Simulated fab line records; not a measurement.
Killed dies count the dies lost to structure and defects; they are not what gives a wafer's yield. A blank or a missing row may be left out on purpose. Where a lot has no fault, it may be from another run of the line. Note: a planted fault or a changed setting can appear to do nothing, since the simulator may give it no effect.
fab line records	flow n5_finfet
record lots=7	wafers=21	last_day=19
route steps=1938 shown BEOL_M6@1231 PASSIVATION@1936
lots that met no fault: from a run of the same line without faults
start_h: the number of hours between the record's first day and the start of the first shown wafer of the lot	wait_h: hours from the lot's prior step to this one	" repeats the value in the row above	L1.1+2: a row that stands for several wafers	- value missing, or start not given	* or withheld: withheld	< > ~ a bound
route shown NAME@n: NAME is a module with steps in the file, n the number in the route of the first one	usual: average and standard deviation across the fault-free wafers	same: alike in all rows	chamber/n: place in a boat	sites: per-site readings	_std_site: the values' standard deviation	_edge_site: the outer-site mean with the inner-site mean subtracted	radius_mm: how far each site lies from the wafer's centre	mask NAME#n: copy n	behind: the tool/chamber that last shaped the wafer	hold: reason for holding the lot/hours on hold/outcome of the hold	device: transistor that didn't switch, given as n, p or np	end of line: tests of these same wafers at the route's end	a step with no rows: only its recipe	killed: not the wafer's yield, but the dies lost to structure and defects at the first sort	map: a wafer's dies, x killed, . not, _ none there
set.NAME: setting as actually run; set.NAME@STEP: the setting as run at that earlier step	model.NAME: the simulator's own value behind a step, which no gauge read
lots at some steps of the route; a table a step, a row a wafer
services: when a tool's chamber went out of use (start_h, in hours from the record's first day, below 0 if earlier), for how many hours, and the reason
## steps
# step N5_BEOL_M6_ETCH_72
# recipe chemistry=N2/H2	target=underlayer	target_depth_a=65	mask_material=CAR-EUV	time_s=5.2	ion_energy_ev=200	pressure_mtorr=30	source_w=840	bias_w=150	n2_flow_sccm=200	h2_flow_sccm=200	ends=cleared
# usual drypump_motor_current_A=5.7/0.38	etch_rf_on_time_s=5.12/0.065	oes_product_au=0.71/0.073	rf_vpp_V=523.3/2.5	showerhead_plenum_p_Torr=2.53/0.085	throttle_valve_pct=17.73/0.15
lot.wafer	tool	chamber	start_h	wait_h	drypump_motor_current_A	etch_rf_on_time_s	oes_product_au	rf_hours_counter_h	rf_vpp_V	showerhead_plenum_p_Torr	throttle_valve_pct
L568.2	rie_diel-06	1	244.32	0.0	5.6	5.26	0.61	192	525.3	2.52	17.70
L568.5	"	1	"	"	5.6	5.27	0.62	-	525.2	2.52	17.71
L568.6	"	0	"	"	5.3	5.18	0.68	-	526.5	2.69	17.78
L573.1	rie_diel-02	2	277.91	0.0	5.7	5.09	0.71	75	520.7	2.47	17.72
L573.2	"	1	"	"	5.8	5.24	0.71	53	522.3	2.48	17.68
L573.4	"	3	"	"	5.2	5.16	0.60	223	526.3	2.62	17.81
L572.3	rie_diel-01	1	280.92	0.0	5.6	5.13	0.80	7	521.1	2.50	17.88
L572.4	"	3	"	"	6.4	5.14	0.76	49	521.1	2.48	17.61
L572.5	"	3	"	"	6.4	5.19	0.75	-	522.7	2.48	17.63
L574.2	rie_diel-01	0	283.09	0.0	5.2	5.03	0.77	36	522.3	2.48	17.73
L574.4	"	2	"	"	5.7	5.16	0.71	92	521.2	2.46	17.52
L574.6	"	3	"	"	6.4	5.05	0.76	-	523.5	2.48	17.61
L581.3	rie_diel-06	1	317.08	0.0	5.6	5.19	0.60	219	523.4	2.51	17.73
L581.4	"	3	"	"	6.2	5.10	0.81	16	527.9	2.72	17.71
L581.6	"	2	"	"	5.7	5.08	0.72	-	523.6	2.47	17.70
L582.2	rie_diel-01	0	336.98	0.0	5.2	5.01	0.74	55	521.5	2.47	17.75
L582.3	"	3	"	"	6.4	5.13	0.74	66	523.9	2.47	17.65
L582.4	"	1	"	"	5.5	5.11	0.76	25	521.6	2.49	17.92
L583.1	rie_diel-01	0	345.68	0.0	5.2	5.00	0.74	58	521.4	2.47	17.78
L583.3	"	1	"	"	5.5	5.12	0.76	29	521.3	2.49	17.94
L583.4	"	2	"	"	5.8	5.20	0.68	113	523.4	2.45	17.56
# step N5_BEOL_M6_ETCH_65
# recipe chemistry=CF4	target=SiARC	target_depth_a=156	mask_material=CAR-EUV	time_s=26	ion_energy_ev=80	pressure_mtorr=40	source_w=545	bias_w=36	Ar_flow_sccm=100	cf4_flow_sccm=100	ends=cleared
# step N5_BEOL_M6_ETCH_66
# recipe chemistry=N2/H2	target=SOC	target_depth_a=800	overetch_a=160	mask_material=SiARC	temp_c=40	time_s=120	ion_energy_ev=200	pressure_mtorr=30	source_w=840	bias_w=150	n2_flow_sccm=200	h2_flow_sccm=200
# step N5_BEOL_M6_STRIP_69
# recipe chemistry=N2/H2	temp_c=40	n2_flow_sccm=200	h2_flow_sccm=200	rf_frequency_hz=6e+07
# step N5_BEOL_M6_STRIP_73
# recipe chemistry=N2/H2	temp_c=40	n2_flow_sccm=200	h2_flow_sccm=200	rf_frequency_hz=6e+07
# step N5_BEOL_M6_VIA_ETCH_34
# recipe chemistry=C4F6/O2	target=SiCOH_lowk	target_depth_a=1263	mask_material=SOC	taper_deg=4	time_s=50.9	ion_energy_ev=250	pressure_mtorr=30	source_w=345	bias_w=185	Ar_flow_sccm=300	C4F6_flow_sccm=10	O2_flow_sccm=10
# step N5_BEOL_M6_STRIP_76
# recipe chemistry=C4F6/O2	resist=SiARC	rf_frequency_hz=6e+07
# step N5_BEOL_M6_STRIP_36
# recipe chemistry=N2/H2	power_w=450	temp_c=40	pressure_mtorr=20	rf_frequency_hz=6e+07	overash_fraction=0.3	bias_power_w=7	h2_frac=0.5	n2_flow_sccm=200	h2_flow_sccm=200
# step N5_BEOL_M6_TRENCH_ETCH_37
# recipe chemistry=C4F6/O2	target_depth_a=944.35	target=SiCOH_lowk	time_s=31.5	ion_energy_ev=250	pressure_mtorr=30	source_w=345	bias_w=185	Ar_flow_sccm=300	C4F6_flow_sccm=10	O2_flow_sccm=10
# step N5_BEOL_M6_ETCH_41
# recipe chemistry=CH3F/O2	target=SiCN	target_depth_a=297	taper_deg=2	time_s=52	ion_energy_ev=120	mask_material=TiN	pressure_mtorr=30	source_w=395	bias_w=75	Ar_flow_sccm=150	CH3F_flow_sccm=30	O2_flow_sccm=20
# usual drypump_motor_current_A=5.7/0.37	oes_product_au=0.83/0.084	rf_vpp_V=297.0/1.4	showerhead_plenum_p_Torr=1.99/0.064	throttle_valve_pct=16.19/0.16
lot.wafer	tool	chamber	start_h	wait_h	drypump_motor_current_A	oes_product_au	rf_hours_counter_h	rf_vpp_V	showerhead_plenum_p_Torr	throttle_valve_pct
L568.2	rie_diel-06	1	-	-	5.6	0.72	192	297.0	1.98	16.26
L568.5	"	1	"	"	5.6	0.72	-	296.9	1.98	16.26
L568.6	"	0	"	"	5.3	0.80	-	300.7	2.12	16.24
L573.1	rie_diel-02	2	-	-	5.7	0.83	75	296.7	1.94	16.10
L573.2	"	1	"	"	5.8	0.84	53	296.2	1.95	16.10
L573.4	"	3	"	"	5.2	0.70	223	298.9	2.07	16.32
L572.3	rie_diel-01	1	-	-	5.5	0.94	7	295.5	1.97	16.37
L572.4	"	3	"	"	6.4	0.89	49	295.5	1.96	16.14
L572.5	"	3	"	"	6.4	0.89	-	296.3	1.96	16.16
L574.2	rie_diel-01	0	-	-	5.2	0.90	36	296.6	1.95	16.16
L574.4	"	2	"	"	5.7	0.81	92	296.4	1.94	15.95
L574.6	"	3	"	"	6.4	0.89	-	295.6	1.96	16.18
L581.3	rie_diel-06	1	-	-	5.6	0.69	219	296.2	1.97	16.30
L581.4	"	3	"	"	6.2	0.94	16	300.9	2.13	16.02
L581.6	"	2	"	"	5.7	0.83	-	295.0	1.94	16.16
L582.2	rie_diel-01	0	-	-	5.2	0.87	55	295.8	1.94	16.21
L582.3	"	3	"	"	6.4	0.86	67	295.0	1.95	16.19
L582.4	"	1	"	"	5.5	0.89	25	297.1	1.96	16.41
L583.1	rie_diel-01	0	-	-	5.1	0.86	58	296.8	1.94	16.19
L583.3	"	1	"	"	5.5	0.89	29	297.7	1.96	16.42
L583.4	"	2	"	"	5.8	0.80	113	297.7	1.93	16.00
# step N5_BEOL_M6_STRIP_80
# recipe chemistry=N2/H2	time_s=10	power_w=450	temp_c=40	pressure_mtorr=20	rf_frequency_hz=6e+07	bias_power_w=7	n2_flow_sccm=200	h2_flow_sccm=200
# step N5_BEOL_M6_OCD_MEAS_38
# usual trench_depth_nm=95.0/0.97
lot.wafer	tool	chamber	start_h	wait_h	trench_depth_nm
L568.2	ocd-01	-	244.71	-	94.1
L568.5	"	-	"	"	92.9
L568.6	"	-	"	"	94.7
L573.1	ocd-01	-	278.30	-	95.9
L573.2	"	-	"	"	95.5
L573.4	"	-	"	"	95.2
L572.3	ocd-01	-	281.32	-	95.5
L572.4	"	-	"	"	96.2
L572.5	"	-	"	"	94.9
L574.2	ocd-01	-	283.49	-	95.6
L574.4	"	-	"	"	94.4
L574.6	"	-	"	"	94.7
L581.3	ocd-02	-	317.47	-	94.2
L581.4	"	-	"	"	95.3
L581.6	"	-	"	"	94.5
L582.2	ocd-02	-	337.37	-	95.6
L582.3	"	-	"	"	94.9
L582.4	"	-	"	"	94.1
L583.1	ocd-02	-	346.07	-	96.5
L583.3	"	-	"	"	94.1
L583.4	"	-	"	"	95.6
# step N5_BEOL_M6_HM_STRIP_39
# recipe chemistry=peroxide_tin_strip	material=TiN	target_depth_a=250	temp_c=50	time_s=158
# usual bath_guard_temp_C=50.0/0.41	bath_heat_duty_pct=7.3/0.97
lot.wafer	tool	chamber	start_h	wait_h	bath_guard_temp_C	bath_heat_duty_pct	model.TiN_of_BEOL_M6_HM_DEP_02.thk_nm
L568.2	wet_bench-03	1	244.74	0.0	50.3	6.7	0
L568.5	"	2	"	"	50.4	6.5	0
L568.6	"	3	"	"	50.0	6.6	0
L573.1	wet_bench-04	5	278.33	0.0	49.7	6.4	0
L573.2	"	6	"	"	49.5	7.9	0
L573.4	"	3	"	"	50.4	7.2	0
L572.3	wet_bench-03	6	281.35	0.0	50.2	8.8	0
L572.4	"	5	"	"	49.7	7.6	0
L572.5	"	4	"	"	49.9	6.6	0
L574.2	wet_bench-03	5	283.52	0.0	50.3	9.0	0
L574.4	"	1	"	"	50.2	5.6	0
L574.6	"	3	"	"	50.6	7.0	0
L581.3	wet_bench-03	1	317.50	0.0	-	-	17.6
L581.4	"	3	"	"	-	-	17.4
L581.6	"	2	"	"	-	-	17.4
L582.2	wet_bench-05	4	337.40	0.0	-	-	17.2
L582.3	"	6	"	"	-	-	17.2
L582.4	"	0	"	"	-	-	17.2
L583.1	wet_bench-05	2	346.10	0.0	-	-	17.2
L583.3	"	7	"	"	-	-	17
L583.4	"	4	"	"	-	-	17
# step N5_BEOL_M6_SRD_40
# recipe time_s=30	temp_c=23	rinse_liquid=diw	dry=ipa_marangoni
# step N5_BEOL_M6_PRECLEAN_42
# recipe chemistry=residue_remover	time_s=60	temp_c=40
lot.wafer	tool	chamber	start_h	wait_h	model.TiN_of_BEOL_M6_HM_DEP_02.thk_nm
L568.2+5+6	wet_bench-03	1,2,3	244.81	0.0	0
L573.1+2+4	wet_bench-04	5,6,3	278.46	0.0	0
L572.3+4+5	wet_bench-03	6,5,4	281.41	0.0	0
L574.2+4+6	wet_bench-03	5,1,3	283.58	0.0	0
L581.3	wet_bench-03	1	317.57	0.0	6.6
L581.4+6	"	3,2	"	"	6.4
L582.2+3+4	wet_bench-05	4,6,0	337.47	0.0	6.2
L583.1	wet_bench-05	2	346.17	0.0	6.2
L583.3+4	"	7,4	"	"	6
# step N5_BEOL_M6_SRD_43
# recipe time_s=30	temp_c=23	rinse_liquid=diw	dry=ipa_marangoni
# step N5_BEOL_M6_CD_MEAS_35
# recipe target_cd_nm=40	target_cd_y_nm=28	polarity=opening
# usual cd_nm=40.1/0.46
lot.wafer	tool	chamber	start_h	wait_h	cd_nm
L568.2	cd_sem-03	-	244.87	0.0	39.8
L568.5	"	-	"	"	39.6
L568.6	"	-	"	"	40.2
L573.1	cd_sem-02	-	278.55	0.0	40.2
L573.2	"	-	"	"	40.6
L573.4	"	-	"	"	40.4
L572.3	cd_sem-01	-	281.47	0.0	40.5
L572.4	"	-	"	"	40.9
L572.5	"	-	"	"	40.4
L574.2	cd_sem-01	-	283.64	0.0	41.0
L574.4	"	-	"	"	40.2
L574.6	"	-	"	"	40.0
L581.3	cd_sem-02	-	317.63	0.0	40.5
L581.4	"	-	"	"	40.7
L581.6	"	-	"	"	39.7
L582.2	cd_sem-01	-	337.52	0.0	40.5
L582.3	"	-	"	"	40.7
L582.4	"	-	"	"	40.1
L583.1	cd_sem-01	-	346.22	0.0	40.0
L583.3	"	-	"	"	40.4
L583.4	"	-	"	"	40.3
# step N5_BEOL_M6_CURE_75
# recipe temp_c=370	time_s=120	ambient=DMADMS/He	material=SiCOH_lowk
# usual lamp_power_pct=52.32/0.059	wafer_temp_C_max=372.3/0.77
lot.wafer	tool	chamber	start_h	wait_h	lamp_power_pct	wafer_temp_C_max
L568.2	uv_cure-02	1	244.96	0.1	52.31	372.6
L568.5	"	1	"	"	52.31	372.2
L568.6	"	1	"	"	52.36	372.8
L573.1	uv_cure-03	0	278.59	0.0	52.30	371.0
L573.2	"	0	"	"	52.38	371.3
L573.4	"	0	"	"	52.33	371.1
L572.3	uv_cure-01	2	281.61	0.1	52.31	372.8
L572.4	"	2	"	"	52.27	372.3
L572.5	"	2	"	"	52.21	372.7
L574.2	uv_cure-02	1	283.73	0.1	52.29	372.7
L574.4	"	1	"	"	52.33	372.9
L574.6	"	1	"	"	52.28	372.9
L581.3	uv_cure-02	1	317.86	0.2	52.23	372.7
L581.4	"	1	"	"	52.41	373.0
L581.6	"	1	"	"	52.37	372.2
L582.2	uv_cure-03	0	337.61	0.1	52.34	371.3
L582.3	"	0	"	"	52.22	371.1
L582.4	"	0	"	"	52.29	371.5
L583.1	uv_cure-01	2	346.27	0.0	52.23	372.4
L583.3	"	2	"	"	52.30	372.9
L583.4	"	2	"	"	52.37	373.2
# step N5_BEOL_M6_DEGAS_44
# recipe ambient=vacuum	temp_c=250	time_s=60
# step N5_BEOL_M6_PRE_CLEAN_45
# recipe gas=H2/He	time_s=30	temp_c=250
# usual heater_power_w=338/35
lot.wafer	tool	chamber	start_h	wait_h	heater_power_w
L568.2	pvd_sputter-02	-	245.36	0.0	336
L568.5	"	-	"	"	345
L568.6	"	-	"	"	349
L573.1	pvd_sputter-03	-	279.10	0.0	272
L573.2	"	-	"	"	363
L573.4	"	-	"	"	382
L572.3	pvd_sputter-02	-	282.98	0.0	316
L572.4	"	-	"	"	335
L572.5	"	-	"	"	305
L574.2	pvd_sputter-01	-	284.14	0.0	317
L574.4	"	-	"	"	382
L574.6	"	-	"	"	315
L581.3	pvd_sputter-02	-	318.50	0.0	306
L581.4	"	-	"	"	356
L581.6	"	-	"	"	349
L582.2	pvd_sputter-03	-	338.50	0.0	402
L582.3	"	-	"	"	355
L582.4	"	-	"	"	378
L583.1	pvd_sputter-02	-	346.69	0.0	354
L583.3	"	-	"	"	308
L583.4	"	-	"	"	349
# step N5_BEOL_M6_ALD_77
# recipe material=TaN	target_thk_a=20	temp_c=275	ald_precursor_family=PDMAT	ald_co_reactant=NH3	pressure_torr=3	carrier_flow_sccm=1500	pulse_time_s=2	purge_time_s=3	co_reactant_purge_time_s=2	co_reactant_pulse_time_s=3	ald_cycles=40	precursor_vessel_temp_c=75	precursor_vessel_pressure_torr=26.25	precursor_vessel_carrier_sccm=1000
# step N5_BEOL_M6_SURFACE_TREAT_79
# recipe gas=Ar	time_s=*	ion_energy_ev=*	ion_current_ma_cm2=0.5	pressure_mtorr=*	ar_flow_sccm=30
# step N5_BEOL_M6_CVD_78
# recipe material=Co	target_thk_a=20	temp_c=withheld	precursor=CCTBA/H2	pressure_torr=30	time_s=142.3
# step N5_BEOL_M6_SPUTTER_48
# recipe material=Cu	target_thk_a=100	temp_c=-20	bias_v=60	power_w=26000	chamber_pressure_pa=0.13	time_s=1.667
# usual cathode_dc_power_W=25999/4.4	throttle_valve_pct=29.6/0.97
lot.wafer	tool	chamber	start_h	wait_h	cathode_dc_power_W	throttle_valve_pct
L568.2	pvd_sputter-01	-	247.57	1.4	25999	30.2
L568.5	"	-	"	"	26001	28.6
L568.6	"	-	"	"	25996	30.1
L573.1	pvd_sputter-02	-	279.94	0.2	26002	27.8
L573.2	"	-	"	"	26000	29.9
L573.4	"	-	"	"	26002	30.1
L572.3	pvd_sputter-02	-	283.76	0.1	25995	29.9
L572.4	"	-	"	"	25988	28.7
L572.5	"	-	"	"	25995	28.8
L574.2	pvd_sputter-03	-	284.72	0.1	26001	30.1
L574.4	"	-	"	"	25999	29.2
L574.6	"	-	"	"	26005	29.3
L581.3	pvd_sputter-02	-	319.14	0.1	26003	29.7
L581.4	"	-	"	"	26000	28.9
L581.6	"	-	"	"	25994	29.9
L582.2	pvd_sputter-03	-	339.36	0.1	26003	31.9
L582.3	"	-	"	"	25996	29.8
L582.4	"	-	"	"	26001	29.2
L583.1	pvd_sputter-03	-	347.60	0.4	26004	29.8
L583.3	"	-	"	"	26003	29.6
L583.4	"	-	"	"	26001	29.7
# step N5_BEOL_M6_ECD_50
# recipe material=Cu	target_thk_a=3000
# step N5_BEOL_M6_ANNEAL_51
# recipe temp_c=225	time_s=90	ambient=N2
# step N5_BEOL_M6_CMP_52
# recipe stop_on=SiCOH_lowk	t_overpolish_s=6.9	down_force_psi=1	platen_rpm=50	clearing_platen_down_force_psi=1.5	clearing_platen_rpm=50	post_cmp_clean=cu_alkaline	target_thk_nm=80	clearing_platen_pad_velocity_m_s=0.99484	pad_velocity_m_s=0.99484
# usual barrier_field_endpoint_s=28.8/0.63	clearing_platen_down_force_psi=1.4999/0.0027	motor_current_A=5.9/0.66
lot.wafer	tool	chamber	start_h	wait_h	barrier_field_endpoint_s	clearing_platen_down_force_psi	motor_current_A
L568.2	cmp-03	1	248.12	0.2	27.7	1.4956	7.2
L568.6	"	0	"	"	27.9	1.5018	5.8
L568.5	"	1	"	"	27.8	1.4964	7.0
L573.2	cmp-04	3	281.20	1.0	27.9	1.4993	4.9
L573.4	"	0	"	"	28.6	1.5009	5.4
L573.1	"	1	"	"	28.2	1.5021	4.8
L572.4	cmp-03	2	284.41	0.1	29.4	1.5041	5.9
L572.3	"	0	"	"	29.1	1.4993	5.7
L572.5	"	3	"	"	29.6	1.5051	6.5
L574.2	cmp-03	1	285.26	0.2	28.5	1.5010	7.1
L574.4	"	2	"	"	29.0	1.5015	5.8
L574.6	"	0	"	"	29.1	1.4996	5.8
L581.4	cmp-03	3	319.65	0.1	37.2	1.5028	6.8
L581.3	"	1	"	"	37.2	1.5008	6.8
L581.6	"	0	"	"	36.6	1.4990	5.6
L582.4	cmp-04	2	340.42	0.1	36.0	1.5012	5.4
L582.2	"	3	"	"	36.4	1.4991	5.0
L582.3	"	1	"	"	36.6	1.5018	4.9
L583.1	cmp-02	1	348.35	0.3	37.0	1.5045	6.3
L583.4	"	2	"	"	36.5	1.5022	5.0
L583.3	"	3	"	"	36.4	1.5037	6.6
# step N5_BEOL_M6_THK_MEAS_53
# recipe thk_meas_gauge=xrf	reads=Cu_of_BEOL_M6_ECD_50
# usual M6_THK=80.4/1.7
lot.wafer	tool	chamber	start_h	wait_h	M6_THK[nm]
L568.2	film_metro-01	-	248.38	-	79.9
L568.5	"	-	"	"	78.5
L568.6	"	-	"	"	80.4
L573.1	film_metro-02	-	281.49	-	81.9
L573.2	"	-	"	"	81.1
L573.4	"	-	"	"	80.7
L572.3	film_metro-02	-	284.70	-	80.6
L572.4	"	-	"	"	82.7
L572.5	"	-	"	"	80.3
L574.2	film_metro-02	-	285.52	-	82.1
L574.4	"	-	"	"	81.8
L574.6	"	-	"	"	83.0
L581.3	film_metro-01	-	319.94	-	76.6
L581.4	"	-	"	"	79.7
L581.6	"	-	"	"	77.6
L582.2	film_metro-01	-	340.72	-	81.6
L582.3	"	-	"	"	79.8
L582.4	"	-	"	"	79.1
L583.1	film_metro-02	-	348.61	-	83.2
L583.3	"	-	"	"	80.7
L583.4	"	-	"	"	81.9
# step N5_PASSIVATION_PROBE_49
# usual defect_limited_yield=90.9/1.3	killed_at_M0_to_M3=35/10	killed_at_M4_up=15/5.7	killed_at_contacts=14/6.4	killed_at_front_end=40/11	killed_at_other=4/3.1	killed_dies=108/16	killed_open=71/11	killed_short=34/7.7	sort_bin_5_function=5.4/0.9	sort_bin_6_memory=3.4/0.61	sort_n_pass=1072/16	sort_yield_pct=90.9/1.3
# same gross_dies=1180	killed_at_back_side=0	sort_bin_4_leakage[%]=0	sort_bin_8_speed[%]=0
lot.wafer	tool	chamber	start_h	wait_h	defect_limited_yield[%]	killed_at_M0_to_M3	killed_at_M4_up	killed_at_contacts	killed_at_front_end	killed_at_other	killed_dies	killed_open	killed_short	sort_bin_5_function[%]	sort_bin_6_memory[%]	sort_n_pass	sort_yield_pct[%]
L573.1	prober-01	-	364.16	0.0	90.1	48	16	10	43	0	117	75	36	6.1	3.1	1063	90.1
L573.2	prober-01	-	364.21	0.1	91.5	26	15	5	46	8	100	64	36	5.3	2.8	1080	91.5
L573.4	prober-01	-	364.31	0.2	91.4	36	10	8	42	5	101	72	29	5.3	2.7	1079	91.4
L572.3	prober-01	-	364.87	0.1	90.4	32	25	12	42	2	113	80	33	5.3	4.1	1067	90.4
L572.4	prober-01	-	364.92	0.2	91.3	31	19	18	32	3	103	73	29	5.2	3.4	1077	91.3
L572.5	prober-01	-	364.97	0.2	92.2	25	18	15	33	1	92	68	24	4.2	3.1	1088	92.2
L574.2	prober-02	-	373.13	0.1	91.7	27	16	15	35	5	98	73	25	4.8	3.1	1082	91.7
L574.4	prober-02	-	373.23	0.2	91.3	19	13	23	46	2	103	71	27	4.5	3.7	1077	91.3
L574.6	prober-02	-	373.33	0.3	92.5	32	13	11	28	4	88	54	33	4.2	3.2	1092	92.5
L581.6	prober-02	-	404.61	0.3	91.5	35	12	12	40	1	100	61	37	4.3	3.7	1080	91.5
L582.4	prober-01	-	426.74	0.2	89.6	39	16	13	51	4	123	96	25	5.8	4.4	1057	89.6
L583.3	prober-01	-	447.41	0.1	89.4	44	16	15	46	4	125	83	41	6.0	4.2	1055	89.4
# killed by level:class
L573.1 BEOL_M0_SAQP:geometric_particle:open=22 FIN_SAQP:geometric_particle:open=13 BEOL_M0_SAQP:geometric_particle:short=13 MOL_CONTACT_COAG:geometric_particle:open=7 STI_FIN_REVEAL:geometric_particle:open=6 BEOL_M4:geometric_particle:open=6 HKMG_FIN:area_etch=6 BEOL_M2:geometric_particle:short=5
L573.2 FIN_SAQP:geometric_particle:open=13 FIN_SAQP:geometric_particle:short=10 BEOL_M0_SAQP:geometric_particle:open=7 BEOL_M3:geometric_particle:open=6 MOL_CONTACT_COAG:geometric_particle:open=5 BEOL_M4:geometric_particle:open=5 SPACER0:geometric_particle:short=4 STARTING-WAFER:geometric_particle:short=4
L573.4 STI_FIN_REVEAL:geometric_particle:open=10 BEOL_M3:geometric_particle:open=10 BEOL_M2:geometric_particle:open=8 FIN_SAQP:geometric_particle:open=7 BEOL_M0_SAQP:geometric_particle:open=7 FIN_SAQP:geometric_particle:short=6 MOL_CONTACT_COAG:geometric_particle:open=5 BEOL_M4:geometric_particle:open=5
L572.3 FIN_SAQP:geometric_particle:open=13 BEOL_M4:geometric_particle:open=13 MOL_CONTACT_COAG:geometric_particle:open=9 BEOL_M2:geometric_particle:open=9 FIN_SAQP:geometric_particle:short=7 STI_FIN_REVEAL:geometric_particle:open=6 BEOL_M0_SAQP:geometric_particle:open=6 GATE_CUT:geometric_particle:short=4
L572.4 MOL_CONTACT_COAG:geometric_particle:open=16 BEOL_M3:geometric_particle:open=13 BEOL_M4:geometric_particle:open=11 BEOL_M2:geometric_particle:open=7 FIN_SAQP:geometric_particle:open=6 FIN_SAQP:geometric_particle:short=5 BEOL_M4:geometric_particle:short=4 STARTING-WAFER:geometric_particle:short=4
L572.5 MOL_CONTACT_COAG:geometric_particle:open=13 FIN_SAQP:geometric_particle:open=10 FIN_SAQP:geometric_particle:short=10 BEOL_M3:geometric_particle:open=8 BEOL_M4:geometric_particle:open=7 BEOL_M1:geometric_particle:open=5 BEOL_M4:geometric_particle:short=5 BEOL_M0_SAQP:geometric_particle:open=4
L574.2 BEOL_M4:geometric_particle:open=11 MOL_CONTACT_COAG:geometric_particle:open=11 STI_FIN_REVEAL:geometric_particle:open=10 BEOL_M2:geometric_particle:open=7 BEOL_M0_SAQP:geometric_particle:open=6 MOL_CONTACT_COAG:geometric_particle:short=4 BEOL_M1:geometric_particle:open=4 BEOL_M3:geometric_particle:open=4
L574.4 MOL_CONTACT_COAG:geometric_particle:open=21 STI_FIN_REVEAL:geometric_particle:open=12 FIN_SAQP:geometric_particle:short=7 ILD0:geometric_particle:open=6 BEOL_M2:geometric_particle:open=6 ILD0:geometric_particle:short=5 BEOL_M1:geometric_particle:open=5 HKMG_FIN:area_etch=5
L574.6 MOL_CONTACT_COAG:geometric_particle:open=9 BEOL_M1:geometric_particle:open=9 BEOL_M0_SAQP:geometric_particle:short=8 FIN_SAQP:geometric_particle:short=5 BEOL_M0_SAQP:geometric_particle:open=5 GATE_CUT:geometric_particle:short=4 BEOL_M2:geometric_particle:open=4 FIN_SAQP:geometric_particle:open=3
L581.6 MOL_CONTACT_COAG:geometric_particle:open=10 BEOL_M1:geometric_particle:open=9 FIN_SAQP:geometric_particle:short=8 DUMMY_GATE:geometric_particle:open=8 BEOL_M4:geometric_particle:open=8 FIN_SAQP:geometric_particle:open=6 BEOL_M0_SAQP:geometric_particle:short=6 DUMMY_GATE:geometric_particle:short=5
L582.4 FIN_SAQP:geometric_particle:open=17 BEOL_M3:geometric_particle:open=16 STI_FIN_REVEAL:geometric_particle:open=14 MOL_CONTACT_COAG:geometric_particle:open=12 BEOL_M0_SAQP:geometric_particle:open=6 FIN_SAQP:geometric_particle:short=5 BEOL_M1:geometric_particle:open=5 STARTING-WAFER:geometric_particle:short=4
L583.3 STI_FIN_REVEAL:geometric_particle:open=19 MOL_CONTACT_COAG:geometric_particle:open=12 FIN_SAQP:geometric_particle:open=11 BEOL_M0_SAQP:geometric_particle:short=9 BEOL_M2:geometric_particle:short=9 BEOL_M0_SAQP:geometric_particle:open=8 BEOL_M4:geometric_particle:open=7 STARTING-WAFER:geometric_particle:short=6
## services
tool	chamber	start_h	hours	kind
uv_cure-03	-	223.90	1.0	pm
uv_cure-03	-	224.90	14.6	pm
uv_cure-02	-	229.93	6.0	pm
rie_diel-01	1	240.61	-	clean
rie_diel-01	1	240.61	-	consumable_replace:focus_ring
cmp-02	-	241.38	6.9	pm
uv_cure-01	-	249.01	2.5	repair
cmp-03	-	249.33	2.6	repair
cmp-04	-	249.36	3.8	repair
cmp-02	-	256.49	35.2	repair
uv_cure-03	-	258.60	0.5	repair
cmp-04	-	260.25	4.0	pm
cmp-03	-	264.99	0.5	repair
uv_cure-01	-	266.11	6.0	pm
cmp-03	-	280.06	2.3	repair
rie_diel-02	2	281.00	6.7	repair
cmp-03	-	299.39	2.2	repair
rie_diel-01	2	307.95	1.8	repair
cmp-04	-	320.93	0.4	repair
cmp-04	-	326.12	0.6	repair
cmp-03	-	328.65	4.0	pm
uv_cure-03	-	331.88	0.3	repair
cmp-02	-	337.23	1.5	repair
cmp-03	-	343.66	1.3	repair
## key
first_sign step=N5_BEOL_M6_HM_STRIP_39	reading=tool_record	direction=missing
effect step=N5_BEOL_M6_CMP_52	reading=barrier_field_endpoint_s	direction=up	sigmas=12	usual=28.8	struck=36.7
model_effect step=N5_BEOL_M6_HM_STRIP_39	value=TiN_of_BEOL_M6_HM_DEP_02.thk_nm	without=0	struck=17.24
model_effect step=N5_BEOL_M6_PRECLEAN_42	value=TiN_of_BEOL_M6_HM_DEP_02.thk_nm	without=0	struck=6.244
met_at N5_BEOL_M6_HM_STRIP_39
struck_wafers L581.3,L581.4,L581.6,L582.2,L582.3,L582.4,L583.1,L583.3,L583.4
onset_between 283.52 317.50
fault kind=skipped_step_whole	tool=wet_bench-03,wet_bench-05	chamber=-	onset_h=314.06	steps=N5_BEOL_M6_HM_STRIP_39	scope=struck_lots_only
